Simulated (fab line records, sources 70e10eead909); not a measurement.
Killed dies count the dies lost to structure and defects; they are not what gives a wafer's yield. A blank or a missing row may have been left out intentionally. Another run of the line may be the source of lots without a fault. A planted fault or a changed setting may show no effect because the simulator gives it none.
Which tool was responsible? ; flow nandHarc ; 13 lots with 39 wafers sampled at 5 steps, on a route of 1302 steps

## WHAT THE GAUGES READ, wafer by wafer
NHARC_THIN_TSV_CD_MEAS_16. Usual: cdNm 1000.5 nm, standard deviation 1.5.
lot;measured;on;cdNm (nm);flag
L697;day 23 18:22;cdSem-01;999.5 999.3 999.5;
L698;day 25 04:39;cdSem-02;997.1 1000.5 1000.3;
L700;day 25 06:56;cdSem-01;999.1 998.7 999.0;
L702;day 25 08:16;cdSem-01;1001.7 1002.2 1001.8;
L699;day 25 13:53;cdSem-01;997.8 999.1 999.0;
L703;day 25 21:14;cdSem-03;1002.4 1001.1 999.8;
L708;day 28 07:43;cdSem-02;1000.9 1000.6 998.5;
L712;day 29 22:16;cdSem-01;1000.3 1000.5 1003.5;
L714;day 31 08:58;cdSem-01;1002.0 1003.1 1002.2;
L713;day 31 10:10;cdSem-02;1000.2 1000.9 1000.5;
L715;day 31 17:59;cdSem-01;1000.2 999.3 997.8;
L716;day 32 15:50;cdSem-01;998.7 1000.0 1002.1;
L720;day 33 04:55;cdSem-01;999.7 1000.6 1000.9;

NHARC_END_SORT_01. Usual: defectLimitedYield 91.5 %, standard deviation 2.4; killedAtArray 52, standard deviation 16; killedAtOther 0.8, standard deviation 1.1; killedAtPeriphery 4.2, standard deviation 2.5; killedDies 57, standard deviation 16; killedOpen 3.4, standard deviation 2; killedShort 2.6, standard deviation 1.6; sort_bin_2_pct 3.0 %, standard deviation 1.1; sort_bin_3_pct 0.6 %, standard deviation 0.31; sort_bin_4_pct 4.8 %, standard deviation 1.4; sortNPass 620, standard deviation 16; sortRimYieldPct 90 %, standard deviation 4.8; sortYieldPct 91.5 %, standard deviation 2.4.
lot;measured;on;defectLimitedYield (%);killedAtArray;killedAtOther;killedAtPeriphery;killedDies;killedOpen;killedShort;sort_bin_2_pct (%);sort_bin_3_pct (%);sort_bin_4_pct (%);sortNPass;sortRimYieldPct (%);sortYieldPct (%);flag
L697;day 24 08:29;prober-02;90.5 91.4 90.3;60 50 62;1 2 1;3 6 3;64 58 66;1 2 2;4 4 0;4.3 2.4 3.1;0.4 1.3 0.7;4.7 4.9 5.9;613 619 611;86 82 98;90.5 91.4 90.3;
L702;day 26 03:25;prober-01;88.0;79;0;2;81;0;3;6.2;1.2;4.6;596;92;88.0;
L703;day 26 12:02;prober-01;96.6 96.3 96.8;20 22 19;1 0 0;2 3 3;23 25 22;4 9 2;0 0 5;1.3 0.7 1.0;0.4 0.3 0.1;1.6 2.7 2.1;654 652 655;96 94 93;96.6 96.3 96.8;
L708;day 28 21:23;prober-01;93.1 78.4 90.1;46 139 58;0 3 0;1 4 9;47 146 67;2 2 4;2 1 2;2.5 9.2 3.5;0.6 5.3 1.3;3.8 7.1 5.0;630 531 610;90 80 89;93.1 78.4 90.1;OFF
L712;day 30 12:15;prober-02;89.7 90.4 79.2;64 59 136;0 0 1;6 6 4;70 65 141;4 2 1;5 4 5;3.7 4.0 8.3;0.9 1.0 6.6;5.8 4.6 5.9;607 612 536;84 93 81;89.7 90.4 79.2;OFF

## WHICH TOOL RAN EACH LOT (tool, then ch and the chambers of the sampled wafers, then the start)
lot;NHARC_A_M1_PRE_CLEAN_30;NHARC_THIN_TSV_CMP_01;NHARC_THIN_TSV_STRIP_62
L697;pvdSputter-01, day 22 22:57;cmp-01 ch 1,2, day 23 16:06;plasmaAsher-02 ch 0,1, day 23 20:01
L698;pvdSputter-01, day 23 15:11;cmp-04 ch 0,1,2, day 25 02:22;plasmaAsher-02 ch 0,1, day 25 06:16
L700;pvdSputter-01, day 23 21:31;cmp-04 ch 0,1,3, day 25 04:49;plasmaAsher-01 ch 0,1, day 25 08:38
L702;pvdSputter-02, day 24 12:23;cmp-04 ch 0,2, day 25 05:58;plasmaAsher-02 ch 0,1, day 25 09:53
L699;pvdSputter-02, day 24 18:32;cmp-02 ch 0,2,3, day 25 11:37;plasmaAsher-02 ch 0,1, day 25 15:31
L703;pvdSputter-03, day 25 01:47;cmp-02 ch 0,1,2, day 25 18:57;plasmaAsher-02 ch 0,1, day 25 22:56
L708;pvdSputter-01, day 27 13:08;cmp-02 ch 0,1, day 28 05:27;plasmaAsher-02 ch 0,1, day 28 09:23
L712;pvdSputter-01, day 29 02:00;cmp-04 ch 0,1,3, day 29 20:07;plasmaAsher-01 ch 0,1, day 30 00:01
L714;pvdSputter-03, day 30 13:08;cmp-01 ch 0,2,3, day 31 06:42;plasmaAsher-01 ch 0,1, day 31 10:37
L713;pvdSputter-02, day 30 13:37;cmp-01 ch 0,3, day 31 07:53;plasmaAsher-01 ch 0,1, day 31 11:52
L715;pvdSputter-02, day 30 20:45;cmp-04 ch 0,2, day 31 15:44;plasmaAsher-01 ch 0,1, day 31 19:38
L716;pvdSputter-02, day 31 20:38;cmp-01 ch 1,2,3, day 32 13:37;plasmaAsher-02 ch 0,1, day 32 17:29
L720;pvdSputter-03, day 32 09:36;cmp-04 ch 1,2, day 33 02:46;plasmaAsher-01 ch 0,1, day 33 06:41
- NHARC_A_M1_PRE_CLEAN_30: time 30 s.
- NHARC_THIN_TSV_CMP_01: polishes.
- NHARC_THIN_TSV_STRIP_62: strips in N2/H2, time 20 s.

## AS READ BY THE TOOLS THEMSELVES (means over the sampled wafers that have a number; for cases with no such wafer, the mark the record gives instead)
NHARC_A_M1_PRE_CLEAN_30. Usual: heaterPowerW 403 W, standard deviation 19.
lot;tool;heaterPowerW (W);flag
L697;pvdSputter-01;391;
L698;pvdSputter-01;389;
L700;pvdSputter-01;383;
L702;pvdSputter-02;407;
L699;pvdSputter-02;418;
L703;pvdSputter-03;405;
L708;pvdSputter-01;385;
L712;pvdSputter-01;396;
L714;pvdSputter-03;401;
L713;pvdSputter-02;421;
L715;pvdSputter-02;421;
L716;pvdSputter-02;419;
L720;pvdSputter-03;399;

NHARC_THIN_TSV_CMP_01. Usual: motorCurrentA 11.6 A, standard deviation 0.95.
lot;tool;motorCurrentA (A);flag
L697;cmp-01;12.6;
L698;cmp-04;10.7;
L700;cmp-04;11.6;
L702;cmp-04;10.9;
L699;cmp-02;11.8;
L703;cmp-02;11.4;
L708;cmp-02;11.7;
L712;cmp-04;11.6;
L714;cmp-01;11.2;
L713;cmp-01;11.3;
L715;cmp-04;10.4;
L716;cmp-01;12.1;
L720;cmp-04;10.5;

NHARC_THIN_TSV_STRIP_62. Usual: drypumpMotorCurrentA 5.5 A, standard deviation 0.62; heaterPowerW 335 W, standard deviation 12.
lot;tool;drypumpMotorCurrentA (A);heaterPowerW (W);flag
L697;plasmaAsher-02;5.3;345;
L698;plasmaAsher-02;5.3;339;
L700;plasmaAsher-01;6.0;326;
L702;plasmaAsher-02;5.4;348;
L699;plasmaAsher-02;5.4;342;
L703;plasmaAsher-02;5.3;337;
L708;plasmaAsher-02;5.3;326;
L712;plasmaAsher-01;5.4;341;
L714;plasmaAsher-01;6.0;327;
L713;plasmaAsher-01;6.0;329;
L715;plasmaAsher-01;5.4;330;
L716;plasmaAsher-02;5.3;328;
L720;plasmaAsher-01;5.4;332;

## THE ANSWER, worked out from the rows above alone
Rule: a lot counts as off when the mean over its wafers that have a number is more than 3 standard deviations away from the usual mean. A lot without any number at a reading at which 4 lots or more have one is off too. Where the step has rows for the other lots, those lots are counted as sound. After the gauges, taken in route order, come the tools' own readings; for these a lot's mean is taken, as printed above. The first step at which some lot is off is used, and at that step the reading that is off furthest; a lot without a number counts as furthest.
Off at NHARC_END_SORT_01 (sort_bin_3_pct): L708, L712. Neither off nor sound, because the step has no rows for them: L698, L700, L699, L714, L713, L715, L716, L720.
If a tool, at a process step before that reading, ran all the lots that are off and no sound lot after the first of them, it fits. Gauges at NHARC_END_SORT_01: tried the same way as those tools. One candidate fits, namely pvdSputter-01 at NHARC_A_M1_PRE_CLEAN_30. A fault onset in the window from L697 (day 22 22:57, its last sound lot) to L708 (day 27 13:08, its first lot off) fits.

## WHAT HAD BEEN PUT IN BY THE SIMULATOR
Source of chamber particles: pvdSputter-01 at NHARC_A_M1_PRE_CLEAN_30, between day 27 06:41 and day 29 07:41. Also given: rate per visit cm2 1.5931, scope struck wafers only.
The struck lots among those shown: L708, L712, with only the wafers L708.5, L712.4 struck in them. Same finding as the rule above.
